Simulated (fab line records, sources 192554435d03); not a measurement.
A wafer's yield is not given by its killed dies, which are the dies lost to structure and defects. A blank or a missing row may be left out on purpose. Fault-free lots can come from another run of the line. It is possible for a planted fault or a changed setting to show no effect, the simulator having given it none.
Which tool was responsible? ; flow n5 finfet ; 69 wafers from 23 lots sampled at 6 of the route's 1938 steps

== WHAT THE GAUGES READ, wafer by wafer ==
Not one reading of a measure or inspect step in the record can be checked against a usual standard deviation.

== TOOL THAT RAN EACH LOT (tool first, then ch and the chambers of the sampled wafers, then the start) ==
lot;N5_DUMMY_GATE_HM_OPEN_21;N5_SPACER0_ALD_07;N5_SD_EPI_N_ETCH_45;N5_HKMG_FIN_ALD_75;N5_HKMG_FIN_STRIP_34;N5_HKMG_FIN_ETCH_67
L074;rie diel-03 ch 0,1,3, day 2 23:08;ald sin-04 ch 0,1,3, day 3 00:00;rie diel-04 ch 1,3, day 3 01:32;ald hk-02 ch 2,3, day 4 00:00;rie diel-05 ch 0,1,2, day 4 04:09;rie diel-01 ch 1,2,3, day 4 06:23
L075;rie diel-06 ch 0,1, day 3 04:31;ald sin-03 ch 1,2,3, day 3 05:12;rie diel-04 ch 0,2,3, day 3 06:55;ald hk-01 ch 1,3, day 4 03:44;rie diel-05 ch 0,2, day 4 07:57;rie diel-04 ch 1,2,3, day 4 10:04
L076;rie diel-06 ch 0,3, day 3 15:37;ald sin-04 ch 0,3, day 3 16:21;rie diel-05 ch 0,2,3, day 3 17:47;ald hk-01 ch 0,1,2, day 4 14:01;rie diel-05 ch 2,3, day 4 18:06;rie diel-01 ch 0,1, day 4 20:29
L077;rie diel-03 ch 0,1,3, day 3 16:11;ald sin-04 ch 1,3, day 3 16:53;rie diel-05 ch 0,3, day 3 18:28;ald hk-03 ch 1,3, day 4 14:59;rie diel-01 ch 0,3, day 4 19:08;rie diel-05 ch 0,2,3, day 4 21:25
L078;rie diel-02 ch 0,3, day 3 23:19;ald sin-04 ch 0,3, day 4 00:04;rie diel-04 ch 0,1,3, day 4 01:38;ald hk-02 ch 1,2, day 5 00:05;rie diel-01 ch 0,2, day 5 04:27;rie diel-04 ch 0,1,2, day 5 06:34
L079;rie diel-06 ch 2,3, day 4 04:49;ald sin-01 ch 0,2,3, day 4 05:44;rie diel-04 ch 0,1,2, day 4 07:11;ald hk-02 ch 1,3, day 5 03:22;rie diel-04 ch 0,2,3, day 5 08:14;rie diel-01 ch 0,2,3, day 5 10:31
L080;rie diel-02 ch 0,2, day 4 09:59;ald sin-04 ch 0,1,3, day 4 10:40;rie diel-04 ch 0,2,3, day 4 12:14;ald hk-01 ch 0,3, day 5 09:08;rie diel-05 ch 0,1,2, day 5 13:53;rie diel-05 ch 0,3, day 5 15:59
L081;rie diel-03 ch 0,1,2, day 4 16:52;ald sin-01 ch 1,2, day 4 17:59;rie diel-01 ch 0,1,2, day 4 20:01;ald hk-02 ch 0,1, day 5 17:07;rie diel-05 ch 0,1, day 5 22:14;rie diel-04 ch 1,2,3, day 6 00:37
L082;rie diel-02 ch 2,3, day 5 04:44;ald sin-01 ch 2,3, day 5 05:53;rie diel-05 ch 0,2,3, day 5 07:43;ald hk-02 ch 0,1,3, day 6 06:53;rie diel-04 ch 0,2,3, day 6 11:44;rie diel-05 ch 1,3, day 6 14:14
L083;rie diel-03 ch 0,2,3, day 5 06:32;ald sin-01 ch 1,2, day 5 07:43;rie diel-04 ch 0,1,2, day 5 09:41;ald hk-02 ch 0,2,3, day 6 10:22;rie diel-01 ch 1,2, day 6 14:41;rie diel-01 ch 0,3, day 6 16:48
L084;rie diel-06 ch 1,2,3, day 5 12:06;ald sin-04 ch 0,2,3, day 5 12:47;rie diel-04 ch 0,1,2, day 5 14:22;ald hk-02 ch 1,2,3, day 6 14:34;rie diel-01 ch 0,2, day 6 18:43;rie diel-04 ch 2,3, day 6 21:01
L085;rie diel-06 ch 0,3, day 5 16:10;ald sin-01 ch 0,1,3, day 5 16:52;rie diel-01 ch 0,1,2, day 5 18:40;ald hk-03 ch 0,3, day 6 16:19;rie diel-05 ch 1,2,3, day 6 20:52;rie diel-01 ch 1,3, day 6 23:16
L086;rie diel-06 ch 1,2, day 6 02:46;ald sin-01 ch 0,1,3, day 6 03:53;rie diel-05 ch 1,2,3, day 6 06:19;ald hk-01 ch 1,2,3, day 7 02:29;rie diel-01 ch 1,2,3, day 7 07:27;rie diel-04 ch 0,3, day 7 09:34
L088;rie diel-06 ch 1,3, day 6 10:41;ald sin-04 ch 0,3, day 6 11:22;rie diel-01 ch 1,2,3, day 6 13:02;ald hk-02 ch 2,3, day 7 09:30;rie diel-05 ch 0,2, day 7 13:50;rie diel-01 ch 2,3, day 7 16:20
L089;rie diel-03 ch 0,2,3, day 6 17:52;ald sin-01 ch 0,2,3, day 6 18:39;rie diel-04 ch 0,1, day 6 20:13;ald hk-02 ch 0,1,2, day 7 16:54;rie diel-01 ch 0,3, day 7 21:08;rie diel-04 ch 0,2, day 7 23:19
L090;rie diel-06 ch 1,2,3, day 6 23:35;ald sin-04 ch 0,2,3, day 7 00:19;rie diel-05 ch 0,1,2, day 7 01:59;ald hk-01 ch 0,1,3, day 7 22:19;rie diel-05 ch 0,1, day 8 02:41;rie diel-04 ch 0,3, day 8 04:48
L091;rie diel-06 ch 0,1,2, day 7 06:44;ald sin-01 ch 0,2,3, day 7 07:25;rie diel-01 ch 1,2,3, day 7 09:02;ald hk-01 ch 0,1,3, day 8 05:19;rie diel-01 ch 0,1,2, day 8 10:08;rie diel-04 ch 1,2,3, day 8 12:17
L092;rie diel-03 ch 0,1,3, day 7 12:25;ald sin-01 ch 0,1,2, day 7 13:10;rie diel-01 ch 0,3, day 7 14:52;ald hk-02 ch 1,2, day 8 12:29;rie diel-01 ch 1,3, day 8 16:42;rie diel-04 ch 1,3, day 8 18:49
L093;rie diel-06 ch 0,1,2, day 7 17:37;ald sin-01 ch 1,2,3, day 7 18:18;rie diel-05 ch 0,2,3, day 7 19:53;ald hk-03 ch 0,1,2, day 8 17:11;rie diel-05 ch 1,2,3, day 8 21:28;rie diel-05 ch 0,1,2, day 8 23:35
L094;rie diel-02 ch 0,3, day 8 01:18;ald sin-03 ch 0,1,2, day 8 01:59;rie diel-05 ch 1,2,3, day 8 03:33;ald hk-01 ch 0,2,3, day 9 00:40;rie diel-05 ch 0,1,2, day 9 04:59;rie diel-05 ch 1,2, day 9 07:13
L095;rie diel-06 ch 2,3, day 8 03:44;ald sin-04 ch 0,1,3, day 8 04:27;rie diel-05 ch 1,2, day 8 06:29;ald hk-01 ch 0,3, day 9 04:25;rie diel-01 ch 1,2, day 9 09:52;rie diel-01 ch 1,2, day 9 11:59
L096;rie diel-06 ch 1,2, day 8 13:31;ald sin-04 ch 0,1, day 8 14:20;rie diel-01 ch 0,2,3, day 8 15:54;ald hk-01 ch 0,2,3, day 9 13:28;rie diel-04 ch 0,1, day 9 17:52;rie diel-04 ch 0,1, day 9 20:19
L097;rie diel-02 ch 1,3, day 8 16:26;ald sin-04 ch 0,2, day 8 17:19;rie diel-05 ch 1,2, day 8 18:54;ald hk-01 ch 0,1,2, day 9 16:08;rie diel-01 ch 0,2, day 9 20:16;rie diel-01 ch 0,1,3, day 9 22:46
- N5_DUMMY_GATE_HM_OPEN_21: chemistry CH3F/O2, target SiNx, target depth 120 nm, time 171.4 s.
- N5_SPACER0_ALD_07: deposits SiNx, target thk 2 nm.
- N5_SD_EPI_N_ETCH_45: etches SiOCN in CH3F/O2, target depth 6 nm.
- N5_HKMG_FIN_ALD_75: deposits Al2O3, target thk 1 nm, co reactant pulse time 1 s.
- N5_HKMG_FIN_STRIP_34: strips in CF4.
- N5_HKMG_FIN_ETCH_67: etches SOC in N2/H2, stops on TiN, target depth 388.9 nm.

== WHAT THE TOOLS THEMSELVES READ (means of the sampled wafers that have a number; where no wafer has one, the mark that the record gives instead) ==
N5_DUMMY_GATE_HM_OPEN_21.
lot;tool;drypump motor current A (A);oes product au (a.u.);rf vpp V (V);showerhead plenum p Torr (Torr);throttle valve pct (%)
L074;rie diel-03;5.67;0.75;304;2.01;16.51
L075;rie diel-06;6.02;0.82;305;2.10;16.35
L076;rie diel-06;5.80;0.72;297;2.05;16.65
L077;rie diel-03;5.65;0.75;304;2.01;16.52
L078;rie diel-02;5.68;0.69;298;1.99;16.50
L079;rie diel-06;5.92;0.72;295;2.00;16.50
L080;rie diel-02;5.77;0.74;295;2.02;16.37
L081;rie diel-03;5.73;0.78;296;2.01;16.57
L082;rie diel-02;6.03;0.73;284;2.03;16.37
L083;rie diel-03;5.89;0.78;294;2.02;16.40
L084;rie diel-06;6.10;0.77;300;2.03;16.46
L085;rie diel-06;5.78;0.73;298;2.07;16.57
L086;rie diel-06;6.33;0.83;307;2.05;16.25
L088;rie diel-06;6.02;0.76;298;2.03;16.59
L089;rie diel-03;5.88;0.78;294;2.02;16.42
L090;rie diel-06;6.11;0.76;301;2.02;16.47
L091;rie diel-06;6.12;0.77;303;2.05;16.36
L092;rie diel-03;5.66;0.73;305;2.00;16.57
L093;rie diel-06;6.11;0.77;303;2.05;16.38
L094;rie diel-02;5.90;0.94;289;1.98;16.15
L095;rie diel-06;5.95;0.71;295;1.99;16.55
L096;rie diel-06;6.19;0.75;301;2.01;16.36
L097;rie diel-02;6.07;0.89;288;2.04;16.16

N5_SPACER0_ALD_07.
lot;tool;heater power w (W)
L074;ald sin-04;783
L075;ald sin-03;816
L076;ald sin-04;809
L077;ald sin-04;773
L078;ald sin-04;789
L079;ald sin-01;862
L080;ald sin-04;796
L081;ald sin-01;853
L082;ald sin-01;795
L083;ald sin-01;793
L084;ald sin-04;817
L085;ald sin-01;823
L086;ald sin-01;811
L088;ald sin-04;789
L089;ald sin-01;860
L090;ald sin-04;823
L091;ald sin-01;839
L092;ald sin-01;866
L093;ald sin-01;822
L094;ald sin-03;841
L095;ald sin-04;787
L096;ald sin-04;787
L097;ald sin-04;826

N5_SD_EPI_N_ETCH_45.
lot;tool;drypump motor current A (A);oes product au (a.u.);rf vpp V (V);showerhead plenum p Torr (Torr);throttle valve pct (%)
L074;rie diel-04;5.1;0.71;127.5;1.94;23.2
L075;rie diel-04;5.2;0.72;127.5;1.99;23.5
L076;rie diel-05;5.4;0.78;128.1;1.97;23.1
L077;rie diel-05;5.6;0.70;127.4;1.94;23.1
L078;rie diel-04;5.2;0.71;127.5;1.98;23.5
L079;rie diel-04;5.4;0.71;127.1;1.92;23.3
L080;rie diel-04;5.2;0.72;127.8;1.99;23.5
L081;rie diel-01;5.3;0.70;126.7;2.00;23.4
L082;rie diel-05;5.3;0.77;127.5;1.97;23.1
L083;rie diel-04;5.3;0.70;126.3;1.92;23.3
L084;rie diel-04;5.4;0.70;126.4;1.92;23.3
L085;rie diel-01;5.3;0.70;128.2;2.00;23.4
L086;rie diel-05;5.5;0.79;127.0;1.95;23.3
L088;rie diel-01;5.3;0.70;127.2;1.99;23.2
L089;rie diel-04;5.5;0.68;126.7;1.93;23.5
L090;rie diel-05;5.9;0.86;128.1;1.97;23.0
L091;rie diel-01;5.3;0.69;127.9;1.99;23.2
L092;rie diel-01;4.9;0.87;127.2;1.96;23.2
L093;rie diel-05;5.3;0.85;127.2;1.96;23.1
L094;rie diel-05;5.5;0.76;126.6;1.95;23.3
L095;rie diel-05;5.6;0.80;127.1;1.99;23.1
L096;rie diel-01;5.3;0.75;127.0;1.95;23.2
L097;rie diel-05;5.6;0.80;127.4;1.98;23.1

N5_HKMG_FIN_ALD_75.
lot;tool;heater power w (W);precursor pulse height rel
L074;ald hk-02;127;0.979
L075;ald hk-01;163;0.997
L076;ald hk-01;151;1.011
L077;ald hk-03;147;0.990
L078;ald hk-02;142;0.989
L079;ald hk-02;131;0.993
L080;ald hk-01;148;1.001
L081;ald hk-02;133;1.027
L082;ald hk-02;131;1.003
L083;ald hk-02;133;0.992
L084;ald hk-02;134;1.012
L085;ald hk-03;157;0.990
L086;ald hk-01;153;0.992
L088;ald hk-02;136;0.993
L089;ald hk-02;138;0.983
L090;ald hk-01;159;0.969
L091;ald hk-01;159;1.022
L092;ald hk-02;142;0.989
L093;ald hk-03;148;0.997
L094;ald hk-01;145;1.002
L095;ald hk-01;148;0.988
L096;ald hk-01;147;0.970
L097;ald hk-01;151;1.029

N5_HKMG_FIN_STRIP_34.
lot;tool;drypump motor current A (A);oes product au (a.u.);rf vpp V (V);showerhead plenum p Torr (Torr);throttle valve pct (%)
L074;rie diel-05;5.9;0.78;270.3;1.77;13.42
L075;rie diel-05;5.4;0.81;272.3;1.80;13.27
L076;rie diel-05;5.0;0.79;270.4;1.74;13.39
L077;rie diel-01;4.9;0.68;271.4;1.78;13.76
L078;rie diel-01;5.8;0.68;270.9;1.76;13.78
L079;rie diel-04;5.2;0.71;272.3;1.79;13.78
L080;rie diel-05;5.8;0.77;270.2;1.77;13.44
L081;rie diel-05;6.2;0.73;269.7;1.74;13.61
L082;rie diel-04;5.2;0.71;271.2;1.79;13.79
L083;rie diel-01;5.2;0.72;272.5;1.82;13.69
L084;rie diel-01;5.4;0.68;270.5;1.77;13.83
L085;rie diel-05;5.5;0.78;270.3;1.75;13.46
L086;rie diel-01;5.3;0.70;271.0;1.79;13.66
L088;rie diel-05;5.7;0.91;270.9;1.77;13.09
L089;rie diel-01;4.9;0.77;270.6;1.77;13.51
L090;rie diel-05;6.1;0.86;270.3;1.74;13.27
L091;rie diel-01;5.3;0.78;271.6;1.79;13.62
L092;rie diel-01;4.8;0.69;270.4;1.79;13.64
L093;rie diel-05;5.5;0.76;270.8;1.74;13.48
L094;rie diel-05;5.8;0.82;270.2;1.76;13.31
L095;rie diel-01;5.2;0.71;271.3;1.81;13.74
L096;rie diel-04;5.4;0.93;272.4;1.85;13.31
L097;rie diel-01;5.4;0.83;269.8;1.77;13.54

N5_HKMG_FIN_ETCH_67.
lot;tool;drypump motor current A (A);oes product au (a.u.);rf vpp V (V);showerhead plenum p Torr (Torr);throttle valve pct (%)
L074;rie diel-01;5.3;0.70;240.7;2.56;17.85
L075;rie diel-04;5.2;0.70;240.2;2.50;17.85
L076;rie diel-01;4.9;0.70;240.7;2.53;17.78
L077;rie diel-05;5.3;0.76;240.6;2.51;17.64
L078;rie diel-04;5.4;0.70;239.6;2.46;17.95
L079;rie diel-01;5.4;0.67;240.6;2.51;17.81
L080;rie diel-05;5.6;0.69;240.1;2.49;17.83
L081;rie diel-04;5.2;0.70;240.5;2.49;17.87
L082;rie diel-05;5.4;0.74;238.2;2.44;17.90
L083;rie diel-01;4.9;0.67;240.2;2.50;17.74
L084;rie diel-04;5.0;0.71;242.2;2.56;17.92
L085;rie diel-01;4.8;0.69;241.4;2.56;17.79
L086;rie diel-04;5.1;0.69;240.9;2.58;18.11
L088;rie diel-01;5.4;0.66;239.3;2.52;17.83
L089;rie diel-04;5.4;0.69;239.6;2.48;18.12
L090;rie diel-04;5.1;0.69;241.2;2.57;18.14
L091;rie diel-04;5.2;0.78;241.0;2.59;17.81
L092;rie diel-04;5.0;0.76;242.5;2.64;17.90
L093;rie diel-05;5.8;0.82;239.9;2.51;17.60
L094;rie diel-05;5.6;0.78;240.9;2.52;17.55
L095;rie diel-01;5.8;0.67;241.2;2.55;18.00
L096;rie diel-04;5.5;0.95;241.1;2.57;17.82
L097;rie diel-01;4.8;0.85;240.7;2.53;17.62

== THE ANSWER, worked out from the rows above alone ==
Rule: the usual values come from the lots themselves. The widest of any qualifying gaps counts: lots, ordered by their means at a reading, are off when they make up no more than a third of the lots, leave a main group of 4 or more, and stand apart from it by 3 or more times the standard deviation of that group's means. A main group is skipped when, at the precision printed for the reading in the tables above, its means are all equal. A lot without any number at a reading at which 4 lots or more have one is off too. All remaining lots with rows at the step are treated as sound. First the gauges in route order, then the tools' own readings, where a lot's mean is used as printed above. At the first step where some lot is off, the reading lying furthest off is the one used; lots without a number count as furthest.
No lot is off at any reading shown: from this, nothing can be told.

== WHAT WAS PUT IN BY THE SIMULATOR ==
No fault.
